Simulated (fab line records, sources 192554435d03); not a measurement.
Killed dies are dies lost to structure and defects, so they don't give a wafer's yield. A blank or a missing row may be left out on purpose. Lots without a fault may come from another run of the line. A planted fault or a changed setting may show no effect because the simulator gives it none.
Split-lot experiment | flow n5_finfet | 7 lots, 21 wafers read, on a route of 1938 steps

THE SPLIT
At N5_BEOL_M3_COAT_67 (time 60 s, resist thk 60 nm), the setting spin_rpm was moved away from the recipe's 1500 rpm on 6 of the 21 wafers read, by -2.9% to +10.7%. The other wafers ran this setting at the recipe's value.

FROM THE SPLIT TO THE READING: what the file shows between them, 7 steps
- N5_BEOL_M3_COAT_68: time 60 s, resist thk 12 nm
- N5_BEOL_M3_COAT_76: time 60 s, resist thk 5 nm
- N5_BEOL_M3_ALD_98: deposits SiO2, target thk 2.5 nm, pulse time 1 s, co reactant pulse time 1 s
- N5_BEOL_M3_ETCHBACK_99: etches SiO2 in CHF3, target depth 5 nm, time 10.4 s
- N5_BEOL_M3_ETCH_70: etches SOC in N2/H2, target depth 80 nm, overetch 16 nm, time 120 s
- N5_BEOL_M3_STRIP_71: strips in N2/H2
- N5_BEOL_M3_STRIP_78: strips in N2/H2

THE READING
SOC_of_BEOL_M3_COAT_67.thk_nm (the simulator's own value, which no gauge read), in nm, at N5_BEOL_M3_VIA_ETCH_34 (etches the open film in C4F6/O2, target depth 69.4 nm, time 65.9 s). The file gives no usual value for it. The 15 wafers here that ran the recipe average 52.0 nm, standard deviation 0.21 nm.

wafer  | tool, chamber at the split | spin_rpm as run, rpm | against the recipe | SOC_of_BEOL_M3_COAT_67.thk_nm, nm | against lot-mates on the recipe
L077.1 | litho_track-02, 0          | 1562                 | +4.1%              | 50.8                              | -1.2
L077.2 | litho_track-02, 0          | 1562                 | +4.1%              | 50.8                              | -1.2
L077.6 | litho_track-02, 0          | 1500                 | recipe             | 52                                | -
L078.1 | litho_track-04, 0          | 1500                 | recipe             | 52.2                              | -
L078.2 | litho_track-04, 0          | 1500                 | recipe             | 52.2                              | -
L078.5 | litho_track-04, 0          | 1500                 | recipe             | 52                                | -
L085.1 | litho_track-02, 0          | 1500                 | recipe             | 51.8                              | -
L085.3 | litho_track-02, 0          | 1560                 | +4.0%              | 51.2                              | -0.8
L085.6 | litho_track-02, 0          | 1500                 | recipe             | 52.2                              | -
L086.1 | litho_track-01, 0          | 1500                 | recipe             | 51.8                              | -
L086.4 | litho_track-01, 0          | 1660                 | +10.7%             | 49                                | -2.8
L086.5 | litho_track-01, 0          | 1660                 | +10.7%             | 48.8                              | -3.0
L087.3 | litho_track-04, 0          | 1500                 | recipe             | 52                                | -
L087.6 | litho_track-04, 0          | 1500                 | recipe             | 52                                | -
L087.5 | litho_track-04, 0          | 1500                 | recipe             | 51.8                              | -
L092.3 | litho_track-02, 0          | 1500                 | recipe             | 52                                | -
L092.4 | litho_track-02, 0          | 1500                 | recipe             | 52                                | -
L092.5 | litho_track-02, 0          | 1500                 | recipe             | 51.8                              | -
L095.3 | litho_track-02, 0          | 1500                 | recipe             | 51.4                              | -
L095.4 | litho_track-02, 0          | 1456                 | -2.9%              | 53                                | +1.2
L095.5 | litho_track-02, 0          | 1500                 | recipe             | 52.2                              | -

THE FIT
A straight line over all 21 wafers: SOC_of_BEOL_M3_COAT_67.thk_nm changes by -0.286 nm for each +1% of spin_rpm; r = -0.98; the points scatter about the line by 0.21 nm.
The same after taking each lot's own level away (the mean of its wafers on the recipe; 21 wafers): -0.278 nm for each +1%; r = -0.98; scatter 0.2 nm.
On that fit, the largest move of spin_rpm shifts the reading by 3 nm.
The lots' own levels span 51.80 to 52.13 nm, that is 1.6 times the standard deviation above.
So the lot-to-lot level changes the slope little: the two slopes agree.
Check: with one of the wafers moved furthest among these (+10.7%) left out of the fit, the line predicts -3.02 nm for it against its lot-mates. It came out at -2.8 nm against them.

OTHER SPLITS ON THESE WAFERS
These wafers also went through other splits before the reading. Each is held against what the fit with the lots' levels taken away leaves over:
other split on the same wafers | wafers away from the commonest value | r with SOC_of_BEOL_M3_COAT_67.thk_nm (lot level and that fit taken away)
N5_BEOL_M2_COAT_62 spin_rpm    | 8                                    | +0.02
N5_BEOL_M3_ETCH_64 time_s      | 7                                    | +0.04

THE WHOLE CHAIN: every reading that the file lists as answering this split, in the file's order
step                   | what it does                                                        | reading                                                                        | change (the file's fit)               | r (the file's)
N5_BEOL_M3_COAT_67     | time 60 s, resist thk 60 nm                                         | SOC_of_BEOL_M3_COAT_67.thk_nm (the simulator's own value, which no gauge read) | -0.279 nm for each +1% of the setting | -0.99
N5_BEOL_M3_ETCH_70     | etches SOC in N2/H2, target depth 80 nm, overetch 16 nm, time 120 s | etch.depth_nm (the simulator's own value, which no gauge read)                 | -0.279 nm for each +1% of the setting | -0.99
N5_BEOL_M3_VIA_ETCH_34 | etches the open film in C4F6/O2, target depth 69.4 nm, time 65.9 s  | SOC_of_BEOL_M3_COAT_67.thk_nm (the simulator's own value, which no gauge read) | -0.274 nm for each +1% of the setting | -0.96

THE FILE'S OWN FIT
SOC_of_BEOL_M3_COAT_67.thk_nm changes by -0.274 nm for each +1% of spin_rpm, r = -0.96.
